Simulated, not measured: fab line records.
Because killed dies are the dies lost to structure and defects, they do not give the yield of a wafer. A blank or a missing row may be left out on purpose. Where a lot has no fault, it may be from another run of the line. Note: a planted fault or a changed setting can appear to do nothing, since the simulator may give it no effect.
Which of the tools did it? || flow nand_harc || 66 wafers from 22 lots sampled at 3 of the route's 1302 steps

WHAT THE GAUGES SHOWED, per wafer
NHARC_A_CONTACT_CD_MEAS_69: the cd target is 300 nm. Usual: 300.1 nm for cd_nm, sd 0.72.
{"lot": "L075", "measured": "day 21 23:23", "on": "cd_sem-03", "cd_nm (nm)": "300.6 300.1 299.9", "flag": ""}
{"lot": "L076", "measured": "day 22 08:22", "on": "cd_sem-02", "cd_nm (nm)": "300.6 301.5 299.9", "flag": ""}
{"lot": "L074", "measured": "day 22 10:48", "on": "cd_sem-01", "cd_nm (nm)": "301.2 301.7 300.6", "flag": ""}
{"lot": "L078", "measured": "day 23 03:05", "on": "cd_sem-02", "cd_nm (nm)": "299.5 300.4 301.0", "flag": ""}
{"lot": "L079", "measured": "day 24 01:31", "on": "cd_sem-02", "cd_nm (nm)": "300.9 299.3 299.4", "flag": ""}
{"lot": "L080", "measured": "day 24 01:18", "on": "cd_sem-03", "cd_nm (nm)": "299.9 301.2 300.3", "flag": ""}
{"lot": "L082", "measured": "day 25 00:44", "on": "cd_sem-03", "cd_nm (nm)": "299.4 299.7 299.5", "flag": ""}
{"lot": "L083", "measured": "day 25 08:26", "on": "cd_sem-01", "cd_nm (nm)": "299.6 300.0 299.8", "flag": ""}
{"lot": "L085", "measured": "day 26 10:49", "on": "cd_sem-01", "cd_nm (nm)": "300.8 300.0 299.2", "flag": ""}
{"lot": "L084", "measured": "day 26 10:21", "on": "cd_sem-03", "cd_nm (nm)": "300.0 300.9 301.3", "flag": ""}
{"lot": "L086", "measured": "day 27 01:48", "on": "cd_sem-02", "cd_nm (nm)": "301.0 300.3 299.7", "flag": ""}
{"lot": "L087", "measured": "day 27 06:18", "on": "cd_sem-03", "cd_nm (nm)": "299.7 299.6 300.0", "flag": ""}
{"lot": "L089", "measured": "day 27 14:41", "on": "cd_sem-01", "cd_nm (nm)": "298.8 299.9 298.6", "flag": ""}
{"lot": "L088", "measured": "day 27 21:42", "on": "cd_sem-03", "cd_nm (nm)": "300.2 299.8 299.7", "flag": ""}
{"lot": "L091", "measured": "day 29 00:47", "on": "cd_sem-03", "cd_nm (nm)": "300.4 299.4 300.4", "flag": ""}
{"lot": "L090", "measured": "day 29 05:50", "on": "cd_sem-01", "cd_nm (nm)": "299.8 301.0 300.2", "flag": ""}
{"lot": "L092", "measured": "day 29 09:01", "on": "cd_sem-03", "cd_nm (nm)": "299.9 299.4 300.0", "flag": ""}
{"lot": "L093", "measured": "day 29 18:36", "on": "cd_sem-03", "cd_nm (nm)": "300.5 300.6 299.9", "flag": ""}
{"lot": "L094", "measured": "day 30 05:50", "on": "cd_sem-03", "cd_nm (nm)": "300.8 300.2 300.3", "flag": ""}
{"lot": "L096", "measured": "day 31 00:57", "on": "cd_sem-02", "cd_nm (nm)": "300.3 301.4 299.9", "flag": ""}
{"lot": "L095", "measured": "day 31 01:18", "on": "cd_sem-03", "cd_nm (nm)": "299.1 299.9 300.1", "flag": ""}
{"lot": "L097", "measured": "day 31 15:07", "on": "cd_sem-02", "cd_nm (nm)": "299.7 300.5 301.7", "flag": ""}

NHARC_A_CONTACT_INSPECT_71. Usual: 86 for raw_defect_count, sd 36.
{"lot": "L075", "measured": "day 21 23:30", "on": "defect_inspect-02", "raw_defect_count": "18 16 20", "flag": ""}
{"lot": "L076", "measured": "day 22 08:29", "on": "defect_inspect-02", "raw_defect_count": "167 158 127", "flag": ""}
{"lot": "L074", "measured": "day 22 10:56", "on": "defect_inspect-01", "raw_defect_count": "123 128 120", "flag": ""}
{"lot": "L078", "measured": "day 23 03:12", "on": "defect_inspect-02", "raw_defect_count": "16 21 18", "flag": ""}
{"lot": "L079", "measured": "day 24 01:38", "on": "defect_inspect-01", "raw_defect_count": "121 119 115", "flag": ""}
{"lot": "L080", "measured": "day 24 01:25", "on": "defect_inspect-01", "raw_defect_count": "61 64 60", "flag": ""}
{"lot": "L082", "measured": "day 25 00:52", "on": "defect_inspect-01", "raw_defect_count": "83 78 71", "flag": ""}
{"lot": "L083", "measured": "day 25 08:34", "on": "defect_inspect-01", "raw_defect_count": "71 89 75", "flag": ""}
{"lot": "L085", "measured": "day 26 10:57", "on": "defect_inspect-01", "raw_defect_count": "50 39 35", "flag": ""}
{"lot": "L084", "measured": "day 26 10:29", "on": "defect_inspect-02", "raw_defect_count": "124 119 117", "flag": ""}
{"lot": "L086", "measured": "day 27 01:56", "on": "defect_inspect-01", "raw_defect_count": "68 62 67", "flag": ""}
{"lot": "L087", "measured": "day 27 06:25", "on": "defect_inspect-02", "raw_defect_count": "103 98 97", "flag": ""}
{"lot": "L089", "measured": "day 27 14:48", "on": "defect_inspect-02", "raw_defect_count": "64 79 59", "flag": ""}
{"lot": "L088", "measured": "day 27 21:50", "on": "defect_inspect-02", "raw_defect_count": "184 133 140", "flag": ""}
{"lot": "L091", "measured": "day 29 00:55", "on": "defect_inspect-02", "raw_defect_count": "74 76 73", "flag": ""}
{"lot": "L090", "measured": "day 29 05:58", "on": "defect_inspect-01", "raw_defect_count": "59 59 68", "flag": ""}
{"lot": "L092", "measured": "day 29 09:08", "on": "defect_inspect-02", "raw_defect_count": "121 109 136", "flag": ""}
{"lot": "L093", "measured": "day 29 18:43", "on": "defect_inspect-02", "raw_defect_count": "115 112 149", "flag": ""}
{"lot": "L094", "measured": "day 30 05:58", "on": "defect_inspect-01", "raw_defect_count": "76 78 63", "flag": ""}
{"lot": "L096", "measured": "day 31 01:04", "on": "defect_inspect-01", "raw_defect_count": "81 80 87", "flag": ""}
{"lot": "L095", "measured": "day 31 01:25", "on": "defect_inspect-02", "raw_defect_count": "80 82 97", "flag": ""}
{"lot": "L097", "measured": "day 31 15:14", "on": "defect_inspect-01", "raw_defect_count": "69 74 65", "flag": ""}

WHAT TOOL EACH LOT RAN ON (gives the tool, then ch and the chambers of the sampled wafers, and finally the start)
{"lot": "L075", "NHARC_A_CONTACT_ETCH_122": "har_cap_etch-01 ch 0,1, day 21 15:22"}
{"lot": "L076", "NHARC_A_CONTACT_ETCH_122": "har_cap_etch-03 ch 0,1, day 22 01:53"}
{"lot": "L074", "NHARC_A_CONTACT_ETCH_122": "har_cap_etch-03 ch 0,1, day 22 04:38"}
{"lot": "L078", "NHARC_A_CONTACT_ETCH_122": "har_cap_etch-03 ch 0,1, day 22 20:52"}
{"lot": "L079", "NHARC_A_CONTACT_ETCH_122": "har_cap_etch-01 ch 0,1, day 23 19:05"}
{"lot": "L080", "NHARC_A_CONTACT_ETCH_122": "har_cap_etch-02 ch 0,1, day 23 19:07"}
{"lot": "L082", "NHARC_A_CONTACT_ETCH_122": "har_cap_etch-02 ch 0,1, day 24 18:31"}
{"lot": "L083", "NHARC_A_CONTACT_ETCH_122": "har_cap_etch-01 ch 1, day 25 01:55"}
{"lot": "L085", "NHARC_A_CONTACT_ETCH_122": "har_cap_etch-03 ch 0,1, day 26 04:13"}
{"lot": "L084", "NHARC_A_CONTACT_ETCH_122": "har_cap_etch-01 ch 0,1, day 26 04:13"}
{"lot": "L086", "NHARC_A_CONTACT_ETCH_122": "har_cap_etch-03 ch 0,1, day 26 15:47"}
{"lot": "L087", "NHARC_A_CONTACT_ETCH_122": "har_cap_etch-02 ch 0,1, day 26 21:08"}
{"lot": "L089", "NHARC_A_CONTACT_ETCH_122": "har_cap_etch-01 ch 0,1, day 27 07:34"}
{"lot": "L088", "NHARC_A_CONTACT_ETCH_122": "har_cap_etch-01 ch 0,1, day 27 15:23"}
{"lot": "L091", "NHARC_A_CONTACT_ETCH_122": "har_cap_etch-01 ch 0,1, day 28 16:55"}
{"lot": "L090", "NHARC_A_CONTACT_ETCH_122": "har_cap_etch-02 ch 0,1, day 28 22:08"}
{"lot": "L092", "NHARC_A_CONTACT_ETCH_122": "har_cap_etch-03 ch 0,1, day 28 23:01"}
{"lot": "L093", "NHARC_A_CONTACT_ETCH_122": "har_cap_etch-03 ch 0,1, day 29 11:33"}
{"lot": "L094", "NHARC_A_CONTACT_ETCH_122": "har_cap_etch-03 ch 0,1, day 29 23:29"}
{"lot": "L096", "NHARC_A_CONTACT_ETCH_122": "har_cap_etch-03 ch 0,1, day 30 15:07"}
{"lot": "L095", "NHARC_A_CONTACT_ETCH_122": "har_cap_etch-01 ch 0,1, day 30 17:58"}
{"lot": "L097", "NHARC_A_CONTACT_ETCH_122": "har_cap_etch-02 ch 0,1, day 31 08:41"}
- NHARC_A_CONTACT_ETCH_122: etches the open film in C4F8/O2/Ar, time 190 s, target depth 1850 nm.

WHAT THE TOOLS THEMSELVES READ (means of the sampled wafers that have a number; where no wafer has one, the mark that the record gives instead)
NHARC_A_CONTACT_ETCH_122. Usual: 20.001 mTorr for chamber_pressure_mTorr, sd 0.019.
{"lot": "L075", "tool": "har_cap_etch-01", "chamber_pressure_mTorr (mTorr)": 19.993, "flag": ""}
{"lot": "L076", "tool": "har_cap_etch-03", "chamber_pressure_mTorr (mTorr)": 19.998, "flag": ""}
{"lot": "L074", "tool": "har_cap_etch-03", "chamber_pressure_mTorr (mTorr)": 20.006, "flag": ""}
{"lot": "L078", "tool": "har_cap_etch-03", "chamber_pressure_mTorr (mTorr)": 19.976, "flag": ""}
{"lot": "L079", "tool": "har_cap_etch-01", "chamber_pressure_mTorr (mTorr)": 19.997, "flag": ""}
{"lot": "L080", "tool": "har_cap_etch-02", "chamber_pressure_mTorr (mTorr)": 19.999, "flag": ""}
{"lot": "L082", "tool": "har_cap_etch-02", "chamber_pressure_mTorr (mTorr)": 20.002, "flag": ""}
{"lot": "L083", "tool": "har_cap_etch-01", "chamber_pressure_mTorr (mTorr)": 20.004, "flag": ""}
{"lot": "L085", "tool": "har_cap_etch-03", "chamber_pressure_mTorr (mTorr)": 20.011, "flag": ""}
{"lot": "L084", "tool": "har_cap_etch-01", "chamber_pressure_mTorr (mTorr)": 19.994, "flag": ""}
{"lot": "L086", "tool": "har_cap_etch-03", "chamber_pressure_mTorr (mTorr)": 20.002, "flag": ""}
{"lot": "L087", "tool": "har_cap_etch-02", "chamber_pressure_mTorr (mTorr)": 20.011, "flag": ""}
{"lot": "L089", "tool": "har_cap_etch-01", "chamber_pressure_mTorr (mTorr)": 20.007, "flag": ""}
{"lot": "L088", "tool": "har_cap_etch-01", "chamber_pressure_mTorr (mTorr)": 20.006, "flag": ""}
{"lot": "L091", "tool": "har_cap_etch-01", "chamber_pressure_mTorr (mTorr)": 19.990, "flag": ""}
{"lot": "L090", "tool": "har_cap_etch-02", "chamber_pressure_mTorr (mTorr)": 19.997, "flag": ""}
{"lot": "L092", "tool": "har_cap_etch-03", "chamber_pressure_mTorr (mTorr)": 19.989, "flag": ""}
{"lot": "L093", "tool": "har_cap_etch-03", "chamber_pressure_mTorr (mTorr)": 19.995, "flag": ""}
{"lot": "L094", "tool": "har_cap_etch-03", "chamber_pressure_mTorr (mTorr)": 19.992, "flag": ""}
{"lot": "L096", "tool": "har_cap_etch-03", "chamber_pressure_mTorr (mTorr)": 20.007, "flag": ""}
{"lot": "L095", "tool": "har_cap_etch-01", "chamber_pressure_mTorr (mTorr)": 20.007, "flag": ""}
{"lot": "L097", "tool": "har_cap_etch-02", "chamber_pressure_mTorr (mTorr)": 19.990, "flag": ""}

THE ANSWER, worked out from the rows above alone
Rule: lot off if the mean of its wafers having a number is beyond 3 standard deviations from the usual mean. A lot without any number at a reading at which 4 lots or more have one is off too. All remaining lots with rows at the step are treated as sound. First the gauges in route order, then the tools' own readings, where a lot's mean is used as printed above. The first step at which some lot is off is used, and at that step the reading that is off furthest; a lot without a number counts as furthest.
Nothing can be told from this: no lot is off at any reading shown.

WHAT THE SIMULATOR PUT IN
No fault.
